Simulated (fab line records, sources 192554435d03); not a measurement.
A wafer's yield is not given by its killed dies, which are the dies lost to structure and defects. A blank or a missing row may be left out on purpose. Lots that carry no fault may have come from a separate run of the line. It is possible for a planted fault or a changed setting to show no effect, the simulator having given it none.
fab line records | flow n5Finfet | part 2 of 2: steps 7 to 7 of 7
record lots=8 | wafers=23 | lastDay=17
route steps=1938 shown BEOL_M0_SAQP@669 BEOL_M0@715 BEOL_M4@1111 PASSIVATION@1936
lots that met no fault: from a run of the same line without faults
startH: start of the lot's first displayed wafer, in hours after the record's first day | waitH: hours since the lot's step before | " repeats the value in the row above | L1.1+2: several wafers, shown together as one row | - no value, or no start was given | * or withheld: withheld | < > ~ a bound
route shown NAME@n: NAME is a module with steps in the file, n the number in the route of the first one | usual: mean/standard deviation taken from wafers without a fault | same: alike in all rows | chamber/n: place in a boat | sites: readings site by site | _std_site: standard deviation across them | _edge_site: mean of outer sites minus mean of inner sites | radiusMm: how far each site lies from the wafer's centre | mask NAME#n: copy n | behind: the tool/chamber that last shaped the wafer | hold: reason for holding the lot/hours on hold/outcome of the hold | device: which transistor (n, p or np) failed to switch | end of line: the tests these same wafers got at the end of their route | where a step has no rows: the recipe by itself | killed: count of dies lost to structure and defects at first sort (not the wafer's yield) | map: a wafer's dies, marking killed ones x, the rest . and places with no die _
set.NAME: the setting the step ran with; set.NAME@STEP: the setting that earlier step ran with | model.NAME: the simulator's own value behind a step, which no gauge read
the route's steps for a sample of lots (tables are steps, rows are wafers)
services: from which hour (startH, from the record's first day; less than 0 if before it) a tool's chamber was out of use, for how many hours, and why
## steps
# step N5_PASSIVATION_PROBE_49
# usual defectLimitedYield=91.4/1.5 | killed_at_M0_to_M3=34/9.7 | killed_at_M4_up=14/5.7 | killedAtContacts=12/5.9 | killedAtFrontEnd=37/10 | killedAtOther=5/4.7 | killedDies=102/18 | killedOnRim=13/4.3 | killedOpen=65/12 | killedShort=34/8.8 | sort_bin_4_leakage=0.03/0.14 | sort_bin_5_function=5.0/0.96 | sort_bin_6_memory=3.3/0.7 | sort_bin_8_speed=0.03/0.19 | sortNPass=1077/18 | sortYieldPct=91.3/1.5
# same grossDies=1180 | killedAtBackSide=0
lot.wafer | tool      | chamber | startH | waitH | defectLimitedYield[%] | killed_at_M0_to_M3 | killed_at_M4_up | killedAtContacts | killedAtFrontEnd | killedAtOther | killedDies | killedOnRim | killedOpen | killedShort | sort_bin_4_leakage[%] | sort_bin_5_function[%] | sort_bin_6_memory[%] | sort_bin_8_speed[%] | sortNPass | sortYieldPct[%]
L686.2    | prober-02 | -       | 289.61 | 0.1   | 93.1                  | 22                 | 10              | 10               | 35               | 5             | 82         | 7           | 55         | 24          | 0                     | 3.9                    | 2.6                  | 0                   | 1098      | 93.1
L686.3    | prober-02 | -       | 289.66 | 0.1   | 93.1                  | 22                 | 9               | 6                | 41               | 3             | 81         | 9           | 50         | 28          | 0                     | 4.2                    | 2.5                  | 0                   | 1099      | 93.1
L686.6    | prober-02 | -       | 289.81 | 0.3   | 91.6                  | 29                 | 13              | 12               | 44               | 1             | 99         | 10          | 59         | 40          | 0                     | 5.2                    | 3.1                  | 0                   | 1081      | 91.6
L687.2    | prober-01 | -       | 293.53 | 0.1   | 90.2                  | 40                 | 21              | 4                | 51               | 0             | 116        | 17          | 82         | 34          | 0                     | 6.3                    | 3.2                  | 0                   | 1064      | 90.2
L687.5    | prober-01 | -       | 293.68 | 0.2   | 86.7                  | 56                 | 22              | 17               | 61               | 1             | 157        | 14          | 101        | 56          | 0                     | 7.6                    | 5.2                  | 0                   | 1023      | 86.7
L687.6    | prober-01 | -       | 293.73 | 0.3   | 89.7                  | 37                 | 15              | 10               | 58               | 2             | 122        | 14          | 87         | 35          | 0                     | 5.8                    | 4.2                  | 0                   | 1058      | 89.7
L691.2    | prober-02 | -       | 308.61 | 0.1   | 90.1                  | 49                 | 16              | 7                | 43               | 2             | 117        | 12          | 71         | 42          | 0                     | 5.5                    | 3.9                  | 0                   | 1063      | 90.1
L691.3    | prober-02 | -       | 308.66 | 0.1   | 91.9                  | 36                 | 9               | 13               | 34               | 4             | 96         | 10          | 59         | 37          | 0                     | 3.7                    | 3.7                  | 0                   | 1084      | 91.9
L691.6    | prober-02 | -       | 308.81 | 0.3   | 90.8                  | 36                 | 22              | 5                | 44               | 1             | 108        | 13          | 62         | 43          | 0                     | 5.3                    | 3.4                  | 0                   | 1072      | 90.8
L694.4    | prober-01 | -       | 333.91 | 0.2   | 90.4                  | 47                 | 17              | 3                | 41               | 5             | 113        | 17          | 72         | 33          | 0                     | 5.3                    | 3.3                  | 0                   | 1067      | 90.4
L694.6    | prober-01 | -       | 334.01 | 0.3   | 90.0                  | 36                 | 16              | 8                | 49               | 9             | 118        | 17          | 71         | 46          | 0                     | 6.2                    | 3.5                  | 0                   | 1062      | 90.0
L693.2    | prober-02 | -       | 335.24 | 0.1   | 90.5                  | 34                 | 12              | 8                | 43               | 15            | 112        | 17          | 57         | 54          | 0                     | 5.5                    | 3.5                  | 0.08                | 1068      | 90.5
L693.3    | prober-02 | -       | 335.29 | 0.1   | 91.4                  | 26                 | 14              | 12               | 37               | 12            | 101        | 15          | 63         | 38          | 0                     | 5.2                    | 3.1                  | 0                   | 1079      | 91.4
L693.4    | prober-02 | -       | 335.34 | 0.2   | 91.2                  | 33                 | 11              | 6                | 37               | 17            | 104        | 16          | 67         | 36          | 0                     | 5.2                    | 3.3                  | 0                   | 1076      | 91.2
L696.1    | prober-02 | -       | 339.75 | 0.0   | 93.6                  | 23                 | 21              | 6                | 25               | 0             | 75         | 8           | 46         | 28          | 0.59                  | 4.0                    | 2.0                  | 0                   | 1098      | 93.1
L696.3    | prober-02 | -       | 339.85 | 0.1   | 92.9                  | 23                 | 12              | 7                | 38               | 4             | 84         | 7           | 58         | 24          | 0                     | 4.7                    | 2.3                  | 0                   | 1096      | 92.9
L696.6    | prober-02 | -       | 340.00 | 0.3   | 92.5                  | 34                 | 9               | 7                | 34               | 4             | 88         | 15          | 56         | 31          | 0                     | 4.2                    | 3.0                  | 0                   | 1092      | 92.5
L702.4    | prober-01 | -       | 376.39 | 0.2   | 90.0                  | 43                 | 14              | 27               | 31               | 3             | 118        | 15          | 72         | 43          | 0                     | 5.6                    | 4.2                  | 0                   | 1062      | 90.0
L702.5    | prober-01 | -       | 376.44 | 0.2   | 90.6                  | 35                 | 10              | 29               | 34               | 3             | 111        | 15          | 71         | 37          | 0                     | 5.8                    | 3.4                  | 0                   | 1069      | 90.6
L702.6    | prober-01 | -       | 376.49 | 0.3   | 90.0                  | 48                 | 7               | 30               | 30               | 3             | 118        | 16          | 65         | 52          | 0                     | 5.6                    | 3.8                  | 0.08                | 1062      | 90.0
L707.2    | prober-01 | -       | 406.44 | 0.1   | 91.5                  | 36                 | 17              | 14               | 31               | 2             | 100        | 21          | 65         | 24          | 0                     | 4.2                    | 3.9                  | 0                   | 1080      | 91.5
L707.3    | prober-01 | -       | 406.49 | 0.1   | 90.3                  | 40                 | 19              | 10               | 34               | 11            | 114        | 19          | 72         | 32          | 0.08                  | 5.3                    | 3.3                  | 0                   | 1065      | 90.3
L707.4    | prober-01 | -       | 406.54 | 0.2   | 93.6                  | 21                 | 12              | 15               | 24               | 3             | 75         | 10          | 55         | 18          | 0                     | 3.2                    | 2.9                  | 0                   | 1105      | 93.6
# killed by level:class
L686.2 FIN_SAQP:geometricParticle:short=8 MOL_CONTACT_COAG:geometricParticle:open=8 BEOL_M3:geometricParticle:open=7 BEOL_M1:geometricParticle:open=5 STARTING-WAFER:geometricParticle:open=5 FIN_SAQP:geometricParticle:open=4 BEOL_M2:geometricParticle:open=4 BEOL_M4:geometricParticle:open=4
L686.3 STI_FIN_REVEAL:geometricParticle:open=18 BEOL_M0:geometricParticle:open=8 DUMMY_GATE:geometricParticle:open=4 BEOL_M3:geometricParticle:open=4 STI_FIN_REVEAL:geometricParticle:short=3 GATE_CUT:geometricParticle:short=3 MOL_CONTACT_COAG:geometricParticle:open=3 MOL_CONTACT_COAG:geometricParticle:short=3
L686.6 BEOL_M2:geometricParticle:open=9 BEOL_M0_SAQP:geometricParticle:short=8 MOL_CONTACT_COAG:geometricParticle:open=7 FIN_SAQP:geometricParticle:short=6 DUMMY_GATE:geometricParticle:open=6 STI_FIN_REVEAL:geometricParticle:open=5 GATE_CUT:geometricParticle:open=5 MOL_CONTACT_COAG:geometricParticle:short=5
L687.2 STI_FIN_REVEAL:geometricParticle:open=18 BEOL_M4:geometricParticle:open=14 BEOL_M3:geometricParticle:open=9 DUMMY_GATE:geometricParticle:open=8 BEOL_M0_SAQP:geometricParticle:short=8 BEOL_M0_SAQP:geometricParticle:open=8 FIN_SAQP:geometricParticle:short=7 BEOL_M1:geometricParticle:open=6
L687.5 STI_FIN_REVEAL:geometricParticle:open=16 MOL_CONTACT_COAG:geometricParticle:open=14 FIN_SAQP:geometricParticle:open=13 FIN_SAQP:geometricParticle:short=11 BEOL_M4:geometricParticle:open=11 BEOL_M2:geometricParticle:open=10 BEOL_M3:geometricParticle:open=10 BEOL_M0_SAQP:geometricParticle:short=9
L687.6 STI_FIN_REVEAL:geometricParticle:open=22 FIN_SAQP:geometricParticle:open=11 BEOL_M4:geometricParticle:open=10 BEOL_M0_SAQP:geometricParticle:short=9 MOL_CONTACT_COAG:geometricParticle:open=8 BEOL_M1:geometricParticle:open=8 BEOL_M0_SAQP:geometricParticle:open=7 STI_FIN_REVEAL:geometricParticle:short=6
L691.2 BEOL_M0_SAQP:geometricParticle:short=17 BEOL_M0_SAQP:geometricParticle:open=15 FIN_SAQP:geometricParticle:open=12 STI_FIN_REVEAL:geometricParticle:open=10 FIN_SAQP:geometricParticle:short=7 BEOL_M1:geometricParticle:open=7 BEOL_M2:geometricParticle:open=4 MOL_CONTACT_COAG:geometricParticle:open=4
L691.3 BEOL_M0_SAQP:geometricParticle:open=9 FIN_SAQP:geometricParticle:short=8 STI_FIN_REVEAL:geometricParticle:open=8 BEOL_M0_SAQP:geometricParticle:short=8 MOL_CONTACT_COAG:geometricParticle:short=7 BEOL_M3:geometricParticle:open=7 MOL_CONTACT_COAG:geometricParticle:open=6 DUMMY_GATE:geometricParticle:open=4
L691.6 STI_FIN_REVEAL:geometricParticle:open=17 FIN_SAQP:geometricParticle:short=11 BEOL_M0_SAQP:geometricParticle:open=10 BEOL_M0_SAQP:geometricParticle:short=9 BEOL_M1:geometricParticle:open=6 BEOL_M2:geometricParticle:open=6 MOL_CONTACT_COAG:geometricParticle:open=5 BEOL_M4:geometricParticle:open=5
L694.4 BEOL_M1:geometricParticle:open=20 BEOL_M1:geometricParticle:short=12 FIN_SAQP:geometricParticle:open=11 HKMG_FIN:areaEtch=8 STI_FIN_REVEAL:geometricParticle:open=6 STARTING-WAFER:geometricParticle:short=5 BEOL_M0:geometricParticle:open=4 BEOL_M2:geometricParticle:open=4
L694.6 FIN_SAQP:geometricParticle:open=13 FIN_SAQP:geometricParticle:short=11 BEOL_M1:geometricParticle:open=9 MOL_CONTACT_COAG:geometricParticle:open=8 BEOL_M1:geometricParticle:short=7 BEOL_M0_SAQP:geometricParticle:short=6 STARTING-WAFER:geometricParticle:short=5 GATE_CUT:geometricParticle:short=5
L693.2 FIN_SAQP:geometricParticle:open=11 FIN_SAQP:geometricParticle:short=11 BEOL_M0_SAQP:geometricParticle:short=9 STI_FIN_REVEAL:geometricParticle:open=7 MOL_CONTACT_COAG:geometricParticle:open=6 BEOL_M0_SAQP:geometricParticle:open=6 BEOL_M4:geometricParticle:open=5 PAD_METAL:geometricParticle:short=5
L693.3 FIN_SAQP:geometricParticle:short=11 STI_FIN_REVEAL:geometricParticle:open=10 MOL_CONTACT_COAG:geometricParticle:open=10 BEOL_M2:geometricParticle:open=9 FIN_SAQP:geometricParticle:open=8 BEOL_M4:geometricParticle:open=8 BEOL_M0_SAQP:geometricParticle:short=4 MIM_TOP_ETCH:geometricParticle:open=4
L693.4 STI_FIN_REVEAL:geometricParticle:open=13 BEOL_M0_SAQP:geometricParticle:open=9 FIN_SAQP:geometricParticle:open=8 BEOL_M2:geometricParticle:open=7 BEOL_M0_SAQP:geometricParticle:short=7 MOL_CONTACT_COAG:geometricParticle:open=6 BEOL_M1:geometricParticle:open=6 BEOL_M4:geometricParticle:open=6
L696.1 BEOL_M0_SAQP:geometricParticle:short=10 BEOL_M4:geometricParticle:open=10 STI_FIN_REVEAL:geometricParticle:open=5 DUMMY_GATE:geometricParticle:open=5 MOL_CONTACT_COAG:geometricParticle:open=5 BEOL_M0_SAQP:geometricParticle:open=5 GATE_CUT:geometricParticle:short=4 DUMMY_GATE:geometricParticle:short=3
L696.3 BEOL_M0_SAQP:geometricParticle:open=11 STI_FIN_REVEAL:geometricParticle:open=10 BEOL_M4:geometricParticle:open=6 MOL_CONTACT_COAG:geometricParticle:open=5 FIN_SAQP:geometricParticle:short=4 DUMMY_GATE:geometricParticle:open=4 ILD0:geometricParticle:short=4 BEOL_M0_SAQP:geometricParticle:short=4
L696.6 DUMMY_GATE:geometricParticle:open=9 BEOL_M0_SAQP:geometricParticle:short=8 STI_FIN_REVEAL:geometricParticle:open=7 BEOL_M0_SAQP:geometricParticle:open=6 BEOL_M4:geometricParticle:open=6 MOL_CONTACT_COAG:geometricParticle:open=5 BEOL_M1:geometricParticle:open=5 DUMMY_GATE:geometricParticle:short=4
L702.4 MOL_CONTACT_COAG:geometricParticle:open=24 BEOL_M2:geometricParticle:short=9 STI_FIN_REVEAL:geometricParticle:open=8 FIN_SAQP:geometricParticle:open=7 BEOL_M0:geometricParticle:short=7 BEOL_M0_SAQP:geometricParticle:open=6 BEOL_M2:geometricParticle:open=5 BEOL_M3:geometricParticle:short=5
L702.5 MOL_CONTACT_COAG:geometricParticle:open=23 STI_FIN_REVEAL:geometricParticle:open=15 BEOL_M0_SAQP:geometricParticle:open=7 MOL_CONTACT_COAG:geometricParticle:short=6 BEOL_M3:geometricParticle:short=6 BEOL_M2:geometricParticle:open=5 BEOL_M2:geometricParticle:short=5 ILD0:geometricParticle:open=4
L702.6 MOL_CONTACT_COAG:geometricParticle:open=20 MOL_CONTACT_COAG:geometricParticle:short=10 BEOL_M2:geometricParticle:short=9 BEOL_M2:geometricParticle:open=8 STI_FIN_REVEAL:geometricParticle:open=7 BEOL_M0_SAQP:geometricParticle:short=7 BEOL_M3:geometricParticle:short=7 FIN_SAQP:geometricParticle:open=5
L707.2 MOL_CONTACT_COAG:geometricParticle:open=12 BEOL_M0_SAQP:geometricParticle:open=12 BEOL_M0_SAQP:geometricParticle:short=8 FIN_SAQP:geometricParticle:open=7 BEOL_M4:geometricParticle:open=7 STI_FIN_REVEAL:geometricParticle:open=6 FIN_SAQP:geometricParticle:short=4 GATE_CUT:geometricParticle:open=4
L707.3 MOL_CONTACT_COAG:geometricParticle:open=10 BEOL_M3:geometricParticle:open=10 BEOL_M2:geometricParticle:open=9 BEOL_M4:geometricParticle:open=9 HKMG_FIN:areaEtch=8 FIN_SAQP:geometricParticle:short=7 BEOL_M0_SAQP:geometricParticle:short=7 FIN_SAQP:geometricParticle:open=6
L707.4 MOL_CONTACT_COAG:geometricParticle:open=13 FIN_SAQP:geometricParticle:open=8 FIN_SAQP:geometricParticle:short=7 BEOL_M4:geometricParticle:open=5 BEOL_M3:geometricParticle:open=5 BEOL_M0_SAQP:geometricParticle:open=4 STI_FIN_REVEAL:geometricParticle:open=3 DUMMY_GATE:geometricParticle:open=3
## services
tool       | chamber | startH | hours | kind
rieDiel-04 | 3       | 102.86 | -     | clean
rieDiel-04 | 3       | 102.86 | -     | consumableReplace:focusRing
rieDiel-04 | 3       | 102.86 | -     | consumableReplace:showerhead
rieDiel-04 | 3       | 102.86 | 18.0  | scheduledDown
rieDiel-04 | 3       | 102.86 | 18.0  | ventCycle
rieDiel-04 | 2       | 135.25 | 10.1  | repair
rieDiel-04 | -       | 138.03 | 2.8   | pm
rieDiel-04 | 1       | 159.48 | 5.8   | repair
rieDiel-04 | 1       | 165.39 | -     | clean
rieDiel-04 | 1       | 165.39 | -     | consumableReplace:focusRing
rieDiel-04 | 1       | 165.39 | -     | consumableReplace:showerhead
rieDiel-04 | 1       | 165.39 | 25.7  | scheduledDown
rieDiel-04 | 1       | 165.39 | 25.7  | ventCycle
aldSin-04  | -       | 176.75 | 14.0  | pm
rieDiel-05 | 2       | 191.10 | 5.3   | repair
aldSin-01  | 1       | 191.78 | 7.4   | repair
aldSin-04  | -       | 199.57 | 2.5   | repair
aldSin-01  | -       | 204.91 | 0.7   | repair
rieDiel-03 | 0       | 217.95 | 9.6   | repair
rieSi-05   | 0       | 226.46 | 2.1   | repair
rieSi-04   | -       | 235.31 | 2.8   | pm
rieDiel-04 | 0       | 238.07 | 6.8   | repair
aldSin-01  | -       | 243.53 | 0.7   | repair
rieSi-05   | 3       | 252.50 | 7.8   | repair
